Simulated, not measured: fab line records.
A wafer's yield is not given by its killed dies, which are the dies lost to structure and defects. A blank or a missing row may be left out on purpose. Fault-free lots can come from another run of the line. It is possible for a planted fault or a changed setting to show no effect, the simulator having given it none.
fab line records / flow n5_finfet
[record] lots = 4 wafers = 12 last_day = 18
route steps=1938 shown BEOL_M4@1038 PASSIVATION@1936
lots that met no fault: taken from a fault-free run of the same line
start_h: start of the lot's first displayed wafer, in hours after the record's first day / wait_h: time in hours since the lot's previous step / " unchanged from the row above / L1.1+2: one row covering several wafers at once / - no value, or no start given / * or withheld: withheld / < > ~ a bound
route shown NAME@n: names a module that has steps shown in the file, with the first one's number in the route / usual: mean/standard deviation taken from wafers without a fault / same: alike in all rows / chamber/n: place in a boat / sites: readings site by site / _std_site: the standard deviation of these / _edge_site: outer sites' mean less inner sites' / radius_mm: how far each site lies from the wafer's centre / mask NAME#n: copy n / behind: the last tool/chamber to shape the wafer / hold: why the lot went on hold/how many hours it stayed there/how the hold came to an end / device: transistor that didn't switch, given as n, p or np / end of line: at the end of the route, the tests of the same wafers / a step given without rows: its recipe and nothing more / killed: at the first sort, the dies lost to defects and structure; wafer yield is something else / map: shows each die of a wafer: x if killed, . if not, _ if none is there
set.NAME: the setting the step ran with; set.NAME@STEP: the setting that earlier step ran with / model.NAME: the simulator's own value behind a step, which no gauge read
lots seen at some steps along the route; tables by step, rows by wafer
services: when a tool's chamber went out of use (start_h, in hours from the record's first day, below 0 if earlier), for how many hours, and the reason
[[steps]]
[step N5_BEOL_M4_ETCH_74]
[recipe] chemistry = N2/H2 target = underlayer target_depth_a = 65 mask_material = CAR-EUV time_s = 5.2 ion_energy_ev = 200 pressure_mtorr = 30 source_w = 840 bias_w = 150 n2_flow_sccm = 200 h2_flow_sccm = 200 ends = cleared
[step N5_BEOL_M4_ETCH_63]
[recipe] chemistry = CF4 target = SiARC target_depth_a = 156 mask_material = CAR-EUV time_s = 26 ion_energy_ev = 80 pressure_mtorr = 40 source_w = 545 bias_w = 36 Ar_flow_sccm = 100 cf4_flow_sccm = 100 ends = cleared
[step N5_BEOL_M4_ETCH_64]
[recipe] chemistry = N2/H2 target = SOC target_depth_a = 750 overetch_a = 225 mask_material = SiARC temp_c = 40 time_s = 121.9 ion_energy_ev = 200 pressure_mtorr = 30 source_w = 840 bias_w = 150 n2_flow_sccm = 200 h2_flow_sccm = 200
[step N5_BEOL_M4_STRIP_65]
[recipe] chemistry = N2/H2 temp_c = 40 n2_flow_sccm = 200 h2_flow_sccm = 200 rf_frequency_hz = 6e+07
[step N5_BEOL_M4_STRIP_75]
[recipe] chemistry = N2/H2 temp_c = 40 n2_flow_sccm = 200 h2_flow_sccm = 200 rf_frequency_hz = 6e+07
[step N5_BEOL_M4_STRIP_66]
[recipe] chemistry = CF4 resist = SiARC power_w = 300 bias_power_w = 75 pressure_mtorr = 50 cf4_flow_sccm = 150 rf_frequency_hz = 6e+07
[step N5_BEOL_M4_HM_OPEN_17]
[recipe] chemistry = Cl2/BCl3 target_depth_a = 200 overetch_a = 60 target = TiN mask_material = SOC ion_energy_ev = 150 pressure_mtorr = 10 icp_w = 1000 bias_w = 126 Cl2_flow_sccm = 53.25 bcl3_flow_sccm = 21.75 Ar_flow_sccm = 25
[step N5_BEOL_M4_STRIP_19]
[recipe] chemistry = O2 power_w = 400 temp_c = 40 pressure_mtorr = 30 rf_frequency_hz = 6e+07 bias_power_w = 0 overash_fraction = 0.2 o2_flow_sccm = 225
[step N5_BEOL_M4_COAT_67]
[recipe] resist = SOC temp_c = 250 time_s = 60 spin_rpm = 1500 resist_thk_nm = 60
[step N5_BEOL_M4_COAT_68]
[recipe] resist = SiARC temp_c = 220 time_s = 60 spin_rpm = 1500 resist_thk_nm = 12
[step N5_BEOL_M4_COAT_76]
[recipe] resist = underlayer temp_c = 205 time_s = 60 spin_rpm = 1500 resist_thk_nm = 5
[step N5_BEOL_M4_COAT_22]
[recipe] resist = CAR-EUV spin_rpm = 1500 resist_thk_nm = 30
[usual] spin_speed_rpm = 1500.1/0.91
lot.wafer=L621.1 tool=litho_track-02 chamber=0 start_h=189.66 wait_h=- spin_speed_rpm=1500.3 model.CAR-EUV_of_BEOL_M4_COAT_22.thk_nm=30
lot.wafer=L621.3 tool=litho_track-02 chamber=0 start_h=189.66 wait_h=- spin_speed_rpm=1501.2 model.CAR-EUV_of_BEOL_M4_COAT_22.thk_nm=30
lot.wafer=L621.4 tool=litho_track-02 chamber=0 start_h=189.66 wait_h=- spin_speed_rpm=1499.2 model.CAR-EUV_of_BEOL_M4_COAT_22.thk_nm=30
lot.wafer=L627.1 tool=litho_track-02 chamber=0 start_h=209.68 wait_h=- spin_speed_rpm=1703.8 model.CAR-EUV_of_BEOL_M4_COAT_22.thk_nm=28.2
lot.wafer=L627.4 tool=litho_track-02 chamber=0 start_h=209.68 wait_h=- spin_speed_rpm=1705.7 model.CAR-EUV_of_BEOL_M4_COAT_22.thk_nm=28.2
lot.wafer=L627.6 tool=litho_track-02 chamber=0 start_h=209.68 wait_h=- spin_speed_rpm=1706.4 model.CAR-EUV_of_BEOL_M4_COAT_22.thk_nm=28.2
lot.wafer=L628.1 tool=litho_track-02 chamber=0 start_h=236.47 wait_h=- spin_speed_rpm=1705.0 model.CAR-EUV_of_BEOL_M4_COAT_22.thk_nm=28
lot.wafer=L628.4 tool=litho_track-02 chamber=0 start_h=236.47 wait_h=- spin_speed_rpm=1704.5 model.CAR-EUV_of_BEOL_M4_COAT_22.thk_nm=28.2
lot.wafer=L628.5 tool=litho_track-02 chamber=0 start_h=236.47 wait_h=- spin_speed_rpm=1705.8 model.CAR-EUV_of_BEOL_M4_COAT_22.thk_nm=28
lot.wafer=L641.3 tool=litho_track-02 chamber=0 start_h=311.66 wait_h=- spin_speed_rpm=1500.0 model.CAR-EUV_of_BEOL_M4_COAT_22.thk_nm=30
lot.wafer=L641.5 tool=litho_track-02 chamber=0 start_h=311.66 wait_h=- spin_speed_rpm=1501.0 model.CAR-EUV_of_BEOL_M4_COAT_22.thk_nm=30
lot.wafer=L641.6 tool=litho_track-02 chamber=0 start_h=311.66 wait_h=- spin_speed_rpm=1501.3 model.CAR-EUV_of_BEOL_M4_COAT_22.thk_nm=30
[step N5_BEOL_M4_EBR_24]
[recipe] solvent = PGMEA ebr_width_mm = 1.5
[step N5_BEOL_M4_SOFTBAKE_23]
[recipe] temp_c = 110 time_s = 60 resist = CAR-EUV
[step N5_BEOL_M4_EXPOSE_25]
[recipe] mask_id = V3 na = 0.33 source_shape = quasar sigma_inner = 0.2 sigma_outer = 0.8 polarization = unpolarized defocus_nm = 5 dose_mj = 63
[step N5_BEOL_M4_PEB_26]
[recipe] peb_temp_c = 100 peb_time_s = 60 resist = CAR-EUV
[step N5_BEOL_M4_DEVELOP_27]
[recipe] develop_time_s = 30 developer = TMAH resist = CAR-EUV rinse_liquid = surfactant_rinse dry = air_spin dev_temp_c = 23
[step N5_BEOL_M4_DESCUM_33]
[recipe] chemistry = O2 time_s = 7 source_power_w = 50 bias_power_w = 20 pressure_mtorr = 20 rf_frequency_hz = 2.712e+07 temp_c = 40 resist = CAR-EUV o2_flow_sccm = 225
[step N5_BEOL_M4_ETCH_77]
[recipe] chemistry = N2/H2 target = underlayer target_depth_a = 65 mask_material = CAR-EUV time_s = 5.2 ion_energy_ev = 200 pressure_mtorr = 30 source_w = 840 bias_w = 150 n2_flow_sccm = 200 h2_flow_sccm = 200 ends = cleared
[step N5_BEOL_M4_ETCH_69]
[recipe] chemistry = CF4 target = SiARC target_depth_a = 156 mask_material = CAR-EUV time_s = 26 ion_energy_ev = 80 pressure_mtorr = 40 source_w = 545 bias_w = 36 Ar_flow_sccm = 100 cf4_flow_sccm = 100 ends = cleared
[step N5_BEOL_M4_ALD_98]
[recipe] material = SiO2 target_thk_a = 25 temp_c = 100 ald_precursor_family = BDEAS ald_co_reactant = O2-plasma pulse_time_s = 1 co_reactant_pulse_time_s = 1 purge_time_s = 2 co_reactant_purge_time_s = 2 ald_cycles = 17 pressure_torr = 2
[step N5_BEOL_M4_ETCHBACK_99]
[recipe] chemistry = CHF3 target = SiO2 target_depth_a = 50 time_s = 10.4 source_w = 215 bias_w = 47 Ar_flow_sccm = 200 CHF3_flow_sccm = 12 ion_energy_ev = 100 pressure_mtorr = 30
[usual] drypump_motor_current_A = 5.6/0.53 oes_product_au = 0.78/0.091 rf_vpp_V = 237/6.2 showerhead_plenum_p_Torr = 2.16/0.053 throttle_valve_pct = 17.07/0.28
lot.wafer=L621.1 tool=rie_diel-02 chamber=1 start_h=191.42 wait_h=0.6 drypump_motor_current_A=5.8 oes_product_au=0.75 rf_hours_counter_h=141 rf_vpp_V=240 showerhead_plenum_p_Torr=2.16 throttle_valve_pct=17.34 model.CAR-EUV_of_BEOL_M4_COAT_22.thk_nm=10.4
lot.wafer=L621.3 tool=rie_diel-02 chamber=2 start_h=191.42 wait_h=0.6 drypump_motor_current_A=5.1 oes_product_au=0.71 rf_hours_counter_h=200 rf_vpp_V=237 showerhead_plenum_p_Torr=2.23 throttle_valve_pct=17.24 model.CAR-EUV_of_BEOL_M4_COAT_22.thk_nm=10.4
lot.wafer=L621.4 tool=rie_diel-02 chamber=0 start_h=191.42 wait_h=0.6 drypump_motor_current_A=6.1 oes_product_au=0.69 rf_hours_counter_h=- rf_vpp_V=248 showerhead_plenum_p_Torr=2.22 throttle_valve_pct=17.51 model.CAR-EUV_of_BEOL_M4_COAT_22.thk_nm=10.4
lot.wafer=L627.1 tool=rie_diel-05 chamber=1 start_h=211.67 wait_h=1.3 drypump_motor_current_A=4.9 oes_product_au=0.68 rf_hours_counter_h=197 rf_vpp_V=237 showerhead_plenum_p_Torr=2.17 throttle_valve_pct=17.06 model.CAR-EUV_of_BEOL_M4_COAT_22.thk_nm=8.6
lot.wafer=L627.4 tool=rie_diel-05 chamber=1 start_h=211.67 wait_h=1.3 drypump_motor_current_A=4.9 oes_product_au=0.68 rf_hours_counter_h=- rf_vpp_V=235 showerhead_plenum_p_Torr=2.17 throttle_valve_pct=17.05 model.CAR-EUV_of_BEOL_M4_COAT_22.thk_nm=8.8
lot.wafer=L627.6 tool=rie_diel-05 chamber=2 start_h=211.67 wait_h=1.3 drypump_motor_current_A=5.9 oes_product_au=0.83 rf_hours_counter_h=- rf_vpp_V=227 showerhead_plenum_p_Torr=2.10 throttle_valve_pct=16.89 model.CAR-EUV_of_BEOL_M4_COAT_22.thk_nm=8.6
lot.wafer=L628.1 tool=rie_diel-02 chamber=0 start_h=238.12 wait_h=0.6 drypump_motor_current_A=6.1 oes_product_au=0.68 rf_hours_counter_h=239 rf_vpp_V=250 showerhead_plenum_p_Torr=2.21 throttle_valve_pct=17.54 model.CAR-EUV_of_BEOL_M4_COAT_22.thk_nm=8.6
lot.wafer=L628.4 tool=rie_diel-02 chamber=2 start_h=238.12 wait_h=0.6 drypump_motor_current_A=5.1 oes_product_au=0.70 rf_hours_counter_h=215 rf_vpp_V=237 showerhead_plenum_p_Torr=2.22 throttle_valve_pct=17.27 model.CAR-EUV_of_BEOL_M4_COAT_22.thk_nm=8.4
lot.wafer=L628.5 tool=rie_diel-02 chamber=1 start_h=238.12 wait_h=0.6 drypump_motor_current_A=5.7 oes_product_au=0.75 rf_hours_counter_h=- rf_vpp_V=239 showerhead_plenum_p_Torr=2.16 throttle_valve_pct=17.36 model.CAR-EUV_of_BEOL_M4_COAT_22.thk_nm=8.4
lot.wafer=L641.3 tool=rie_diel-02 chamber=2 start_h=313.59 wait_h=1.2 drypump_motor_current_A=5.1 oes_product_au=0.68 rf_hours_counter_h=247 rf_vpp_V=239 showerhead_plenum_p_Torr=2.21 throttle_valve_pct=17.33 model.CAR-EUV_of_BEOL_M4_COAT_22.thk_nm=10.4
lot.wafer=L641.5 tool=rie_diel-02 chamber=3 start_h=313.59 wait_h=1.2 drypump_motor_current_A=5.3 oes_product_au=0.87 rf_hours_counter_h=- rf_vpp_V=230 showerhead_plenum_p_Torr=2.18 throttle_valve_pct=17.14 model.CAR-EUV_of_BEOL_M4_COAT_22.thk_nm=10.2
lot.wafer=L641.6 tool=rie_diel-02 chamber=2 start_h=313.59 wait_h=1.2 drypump_motor_current_A=5.1 oes_product_au=0.68 rf_hours_counter_h=- rf_vpp_V=237 showerhead_plenum_p_Torr=2.21 throttle_valve_pct=17.33 model.CAR-EUV_of_BEOL_M4_COAT_22.thk_nm=10.4
[step N5_BEOL_M4_ETCH_70]
[recipe] chemistry = N2/H2 target = SOC target_depth_a = 800 overetch_a = 240 mask_material = SiARC temp_c = 40 time_s = 130 ion_energy_ev = 200 pressure_mtorr = 30 source_w = 840 bias_w = 150 n2_flow_sccm = 200 h2_flow_sccm = 200
[step N5_BEOL_M4_RC_MEAS_101]
[usual] DIBL_N = 36.5/2.2 DIBL_P = 36.9/2.9 IOFF_N = 0.17/0.044 IOFF_P = 0.22/0.052 ION_N = 671/16 ION_P = 461/10 SS_N = 71.6/0.73 SS_P = 73.5/0.79 VT_N = 250/4.1 VT_P = -250/4.1
lot.wafer=L621.1 tool=prober-02 chamber=0 start_h=196.37 wait_h=0.0 DIBL_N[mV/V]=34.3 DIBL_P[mV/V]=33.6 IOFF_N[nA/um]=0.11 IOFF_P[nA/um]=0.16 ION_N[uA/um]=662 ION_P[uA/um]=454 SS_N[mV/dec]=71.5 SS_P[mV/dec]=72.3 VT_N[mV]=253 VT_P[mV]=-252
lot.wafer=L621.3 tool=prober-02 chamber=0 start_h=196.37 wait_h=0.0 DIBL_N[mV/V]=39.4 DIBL_P[mV/V]=41.3 IOFF_N[nA/um]=0.24 IOFF_P[nA/um]=0.30 ION_N[uA/um]=691 ION_P[uA/um]=467 SS_N[mV/dec]=72.9 SS_P[mV/dec]=73.6 VT_N[mV]=245 VT_P[mV]=-245
lot.wafer=L621.4 tool=prober-02 chamber=0 start_h=196.37 wait_h=0.0 DIBL_N[mV/V]=34.4 DIBL_P[mV/V]=34.4 IOFF_N[nA/um]=0.12 IOFF_P[nA/um]=0.19 ION_N[uA/um]=660 ION_P[uA/um]=456 SS_N[mV/dec]=70.8 SS_P[mV/dec]=73.4 VT_N[mV]=253 VT_P[mV]=-251
lot.wafer=L627.1 tool=prober-01 chamber=0 start_h=219.30 wait_h=0.0 DIBL_N[mV/V]=36.7 DIBL_P[mV/V]=36.2 IOFF_N[nA/um]=0.15 IOFF_P[nA/um]=0.24 ION_N[uA/um]=670 ION_P[uA/um]=463 SS_N[mV/dec]=71.5 SS_P[mV/dec]=73.9 VT_N[mV]=251 VT_P[mV]=-249
lot.wafer=L627.4 tool=prober-01 chamber=0 start_h=219.30 wait_h=0.0 DIBL_N[mV/V]=39.1 DIBL_P[mV/V]=39.3 IOFF_N[nA/um]=0.20 IOFF_P[nA/um]=0.32 ION_N[uA/um]=661 ION_P[uA/um]=458 SS_N[mV/dec]=71.8 SS_P[mV/dec]=75.0 VT_N[mV]=249 VT_P[mV]=-242
lot.wafer=L627.6 tool=prober-01 chamber=0 start_h=219.30 wait_h=0.0 DIBL_N[mV/V]=34.9 DIBL_P[mV/V]=33.4 IOFF_N[nA/um]=0.14 IOFF_P[nA/um]=0.20 ION_N[uA/um]=643 ION_P[uA/um]=453 SS_N[mV/dec]=71.3 SS_P[mV/dec]=73.4 VT_N[mV]=252 VT_P[mV]=-250
lot.wafer=L628.1 tool=prober-01 chamber=0 start_h=242.65 wait_h=0.0 DIBL_N[mV/V]=32.0 DIBL_P[mV/V]=31.8 IOFF_N[nA/um]=0.10 IOFF_P[nA/um]=0.14 ION_N[uA/um]=651 ION_P[uA/um]=451 SS_N[mV/dec]=70.6 SS_P[mV/dec]=72.5 VT_N[mV]=255 VT_P[mV]=-256
lot.wafer=L628.4 tool=prober-01 chamber=0 start_h=242.65 wait_h=0.0 DIBL_N[mV/V]=35.1 DIBL_P[mV/V]=36.3 IOFF_N[nA/um]=0.14 IOFF_P[nA/um]=0.19 ION_N[uA/um]=669 ION_P[uA/um]=458 SS_N[mV/dec]=71.9 SS_P[mV/dec]=73.4 VT_N[mV]=251 VT_P[mV]=-255
lot.wafer=L628.5 tool=prober-01 chamber=0 start_h=242.65 wait_h=0.0 DIBL_N[mV/V]=35.2 DIBL_P[mV/V]=36.5 IOFF_N[nA/um]=0.14 IOFF_P[nA/um]=0.21 ION_N[uA/um]=673 ION_P[uA/um]=462 SS_N[mV/dec]=71.9 SS_P[mV/dec]=72.9 VT_N[mV]=251 VT_P[mV]=-249
lot.wafer=L641.3 tool=prober-02 chamber=0 start_h=318.53 wait_h=0.3 DIBL_N[mV/V]=41.2 DIBL_P[mV/V]=40.4 IOFF_N[nA/um]=0.23 IOFF_P[nA/um]=0.27 ION_N[uA/um]=689 ION_P[uA/um]=464 SS_N[mV/dec]=72.2 SS_P[mV/dec]=74.5 VT_N[mV]=246 VT_P[mV]=-247
lot.wafer=L641.5 tool=prober-02 chamber=0 start_h=318.53 wait_h=0.3 DIBL_N[mV/V]=36.9 DIBL_P[mV/V]=34.8 IOFF_N[nA/um]=0.13 IOFF_P[nA/um]=0.17 ION_N[uA/um]=645 ION_P[uA/um]=441 SS_N[mV/dec]=71.2 SS_P[mV/dec]=73.5 VT_N[mV]=254 VT_P[mV]=-253
lot.wafer=L641.6 tool=prober-02 chamber=0 start_h=318.53 wait_h=0.3 DIBL_N[mV/V]=38.1 DIBL_P[mV/V]=36.7 IOFF_N[nA/um]=0.14 IOFF_P[nA/um]=0.20 ION_N[uA/um]=657 ION_P[uA/um]=452 SS_N[mV/dec]=71.9 SS_P[mV/dec]=73.2 VT_N[mV]=254 VT_P[mV]=-252
[step N5_PASSIVATION_PROBE_49]
[usual] defect_limited_yield = 91.3/1.4 killed_at_M0_to_M3 = 36/10 killed_at_M4_up = 13/5.4 killed_at_contacts = 12/5.3 killed_at_front_end = 39/10 killed_at_other = 3.2/2.7 killed_dies = 103/16 killed_open = 68/13 killed_short = 33/6.6 sort_bin_5_function = 5.1/0.92 sort_bin_6_memory = 3.3/0.68 sort_bin_8_speed = 0.1/0.41 sort_n_pass = 1077/17 sort_yield_pct = 91.2/1.4
[same] gross_dies = 1180 killed_at_back_side = 0 sort_bin_4_leakage[%] = 0
lot.wafer=L621.1 tool=prober-02 chamber=- start_h=307.74 wait_h=0.0 defect_limited_yield[%]=92.1 killed_at_M0_to_M3=26 killed_at_M4_up=22 killed_at_contacts=11 killed_at_front_end=28 killed_at_other=6 killed_dies=93 killed_open=67 killed_short=26 sort_bin_5_function[%]=4.5 sort_bin_6_memory[%]=3.2 sort_bin_8_speed[%]=0 sort_n_pass=1087 sort_yield_pct[%]=92.1
lot.wafer=L621.3 tool=prober-02 chamber=- start_h=307.84 wait_h=0.1 defect_limited_yield[%]=91.9 killed_at_M0_to_M3=23 killed_at_M4_up=9 killed_at_contacts=14 killed_at_front_end=45 killed_at_other=5 killed_dies=96 killed_open=63 killed_short=32 sort_bin_5_function[%]=4.4 sort_bin_6_memory[%]=3.6 sort_bin_8_speed[%]=0 sort_n_pass=1084 sort_yield_pct[%]=91.9
lot.wafer=L621.4 tool=prober-02 chamber=- start_h=307.89 wait_h=0.2 defect_limited_yield[%]=90.4 killed_at_M0_to_M3=32 killed_at_M4_up=22 killed_at_contacts=11 killed_at_front_end=45 killed_at_other=3 killed_dies=113 killed_open=81 killed_short=32 sort_bin_5_function[%]=5.5 sort_bin_6_memory[%]=3.6 sort_bin_8_speed[%]=0 sort_n_pass=1067 sort_yield_pct[%]=90.4
lot.wafer=L627.1 tool=prober-01 chamber=- start_h=333.52 wait_h=0.0 defect_limited_yield[%]=91.2 killed_at_M0_to_M3=31 killed_at_M4_up=13 killed_at_contacts=14 killed_at_front_end=45 killed_at_other=1 killed_dies=104 killed_open=71 killed_short=33 sort_bin_5_function[%]=5.2 sort_bin_6_memory[%]=3.3 sort_bin_8_speed[%]=0 sort_n_pass=1076 sort_yield_pct[%]=91.2
lot.wafer=L627.4 tool=prober-01 chamber=- start_h=333.67 wait_h=0.2 defect_limited_yield[%]=93.0 killed_at_M0_to_M3=15 killed_at_M4_up=14 killed_at_contacts=8 killed_at_front_end=44 killed_at_other=2 killed_dies=83 killed_open=50 killed_short=32 sort_bin_5_function[%]=4.1 sort_bin_6_memory[%]=2.4 sort_bin_8_speed[%]=0 sort_n_pass=1097 sort_yield_pct[%]=93.0
lot.wafer=L627.6 tool=prober-01 chamber=- start_h=333.77 wait_h=0.3 defect_limited_yield[%]=89.8 killed_at_M0_to_M3=48 killed_at_M4_up=18 killed_at_contacts=10 killed_at_front_end=41 killed_at_other=3 killed_dies=120 killed_open=79 killed_short=41 sort_bin_5_function[%]=5.6 sort_bin_6_memory[%]=4.2 sort_bin_8_speed[%]=0.1 sort_n_pass=1059 sort_yield_pct[%]=89.7
lot.wafer=L641.3 tool=prober-01 chamber=- start_h=430.82 wait_h=0.1 defect_limited_yield[%]=93.5 killed_at_M0_to_M3=28 killed_at_M4_up=11 killed_at_contacts=5 killed_at_front_end=32 killed_at_other=1 killed_dies=77 killed_open=43 killed_short=34 sort_bin_5_function[%]=4.5 sort_bin_6_memory[%]=1.9 sort_bin_8_speed[%]=0 sort_n_pass=1103 sort_yield_pct[%]=93.5
lot.wafer=L641.5 tool=prober-01 chamber=- start_h=430.92 wait_h=0.2 defect_limited_yield[%]=93.3 killed_at_M0_to_M3=30 killed_at_M4_up=4 killed_at_contacts=7 killed_at_front_end=36 killed_at_other=2 killed_dies=79 killed_open=50 killed_short=29 sort_bin_5_function[%]=4.0 sort_bin_6_memory[%]=2.7 sort_bin_8_speed[%]=0 sort_n_pass=1101 sort_yield_pct[%]=93.3
lot.wafer=L641.6 tool=prober-01 chamber=- start_h=430.97 wait_h=0.3 defect_limited_yield[%]=92.3 killed_at_M0_to_M3=33 killed_at_M4_up=9 killed_at_contacts=11 killed_at_front_end=35 killed_at_other=3 killed_dies=91 killed_open=56 killed_short=28 sort_bin_5_function[%]=4.3 sort_bin_6_memory[%]=2.6 sort_bin_8_speed[%]=0 sort_n_pass=1089 sort_yield_pct[%]=92.3
// killed by level:class
L621.1 BEOL_M4:geometric_particle:open=11 MOL_CONTACT_COAG:geometric_particle:open=9 BEOL_M0_SAQP:geometric_particle:open=8 DUMMY_GATE:geometric_particle:open=6 PASS1_CAP:geometric_particle:short=4 BEOL_M2:geometric_particle:open=4 BEOL_M3:geometric_particle:open=4 STARTING-WAFER:geometric_particle:open=4
L621.3 MOL_CONTACT_COAG:geometric_particle:open=12 STI_FIN_REVEAL:geometric_particle:open=11 FIN_SAQP:geometric_particle:short=7 BEOL_M0_SAQP:geometric_particle:short=6 BEOL_M0_SAQP:geometric_particle:open=6 BEOL_M1:geometric_particle:open=6 ILD0:geometric_particle:open=5 GATE_CUT:geometric_particle:open=4
L621.4 STI_FIN_REVEAL:geometric_particle:open=11 BEOL_M0_SAQP:geometric_particle:short=10 DUMMY_GATE:geometric_particle:open=9 MOL_CONTACT_COAG:geometric_particle:open=9 BEOL_M4:geometric_particle:open=9 FIN_SAQP:geometric_particle:open=6 BEOL_M1:geometric_particle:open=6 BEOL_M0_SAQP:geometric_particle:open=6
L627.1 STI_FIN_REVEAL:geometric_particle:open=14 MOL_CONTACT_COAG:geometric_particle:open=12 BEOL_M0_SAQP:geometric_particle:open=9 FIN_SAQP:geometric_particle:short=8 FIN_SAQP:geometric_particle:open=7 BEOL_M0_SAQP:geometric_particle:short=7 BEOL_M3:geometric_particle:open=6 BEOL_M4:geometric_particle:open=5
L627.4 FIN_SAQP:geometric_particle:short=10 FIN_SAQP:geometric_particle:open=9 STI_FIN_REVEAL:geometric_particle:open=6 BEOL_M0_SAQP:geometric_particle:open=6 BEOL_M4:geometric_particle:open=6 DUMMY_GATE:geometric_particle:open=5 MOL_CONTACT_COAG:geometric_particle:open=5 BEOL_M5:geometric_particle:open=4
L627.6 BEOL_M0_SAQP:geometric_particle:short=13 BEOL_M0_SAQP:geometric_particle:open=12 FIN_SAQP:geometric_particle:open=11 FIN_SAQP:geometric_particle:short=10 BEOL_M2:geometric_particle:open=9 STI_FIN_REVEAL:geometric_particle:open=7 BEOL_M3:geometric_particle:open=7 BEOL_M4:geometric_particle:open=7
L641.3 BEOL_M0_SAQP:geometric_particle:short=9 BEOL_M0_SAQP:geometric_particle:open=8 ILD0:geometric_particle:short=6 BEOL_M1:geometric_particle:open=6 FIN_SAQP:geometric_particle:open=5 GATE_CUT:geometric_particle:short=5 FIN_SAQP:geometric_particle:short=4 ILD0:geometric_particle:open=4
L641.5 BEOL_M0_SAQP:geometric_particle:short=11 BEOL_M0_SAQP:geometric_particle:open=9 FIN_SAQP:geometric_particle:open=8 ILD0:geometric_particle:open=6 MOL_CONTACT_COAG:geometric_particle:open=5 FIN_SAQP:geometric_particle:short=4 STI_FIN_REVEAL:geometric_particle:open=4 STARTING-WAFER:geometric_particle:short=4
L641.6 MOL_CONTACT_COAG:geometric_particle:open=10 BEOL_M1:geometric_particle:open=10 BEOL_M0_SAQP:geometric_particle:short=9 STI_FIN_REVEAL:geometric_particle:open=7 ILD0:geometric_particle:open=6 BEOL_M0_SAQP:geometric_particle:open=6 HKMG_FIN:area_etch=6 BEOL_M1:geometric_particle:short=5
[[services]]
tool=rie_diel-02 chamber=3 start_h=177.94 hours=- kind=clean
tool=rie_diel-02 chamber=3 start_h=177.94 hours=- kind=consumable_replace:focus_ring
tool=rie_diel-02 chamber=3 start_h=177.94 hours=17.6 kind=scheduled_down
tool=rie_diel-02 chamber=3 start_h=177.94 hours=17.6 kind=vent_cycle
tool=rie_diel-05 chamber=3 start_h=211.18 hours=8.2 kind=repair
tool=rie_diel-05 chamber=3 start_h=228.10 hours=- kind=clean
tool=rie_diel-05 chamber=3 start_h=228.10 hours=- kind=consumable_replace:esc
tool=rie_diel-05 chamber=3 start_h=228.10 hours=- kind=consumable_replace:focus_ring
tool=rie_diel-05 chamber=3 start_h=228.10 hours=26.0 kind=scheduled_down
tool=rie_diel-05 chamber=3 start_h=228.10 hours=26.0 kind=vent_cycle
tool=rie_diel-05 chamber=1 start_h=231.51 hours=7.3 kind=repair
tool=rie_diel-02 chamber=0 start_h=271.52 hours=9.9 kind=repair
tool=rie_diel-02 chamber=0 start_h=281.47 hours=- kind=clean
tool=rie_diel-02 chamber=0 start_h=281.47 hours=- kind=consumable_replace:focus_ring
tool=rie_diel-02 chamber=0 start_h=281.47 hours=15.5 kind=scheduled_down
tool=rie_diel-02 chamber=0 start_h=281.47 hours=15.5 kind=vent_cycle
tool=rie_diel-02 chamber=3 start_h=287.60 hours=16.7 kind=repair
tool=litho_track-02 chamber=- start_h=300.54 hours=- kind=consumable_replace:filter
[[key]]
[first_sign] step = N5_BEOL_M4_COAT_22 reading = spin_speed_rpm direction = up sigmas = 99+ usual = * struck = *
effect none on later readings
[model_effect] step = N5_BEOL_M4_COAT_22 value = CAR-EUV_of_BEOL_M4_COAT_22.thk_nm without = 29.97 struck = 28.13
[model_effect] step = N5_BEOL_M4_ETCHBACK_99 value = CAR-EUV_of_BEOL_M4_COAT_22.thk_nm without = 10.37 struck = 8.567
met_at N5_BEOL_M4_COAT_22
struck_wafers L627.1,L627.4,L627.6,L628.1,L628.4,L628.5
onset_between 189.66 209.68
[fault] kind = process_parameter_drift tool = litho_track-02 chamber = - onset_h = 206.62 steps = N5_BEOL_M4_COAT_22 channel = spin_rpm offset = * shape = step end_h = 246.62 acts_in = * stated = *
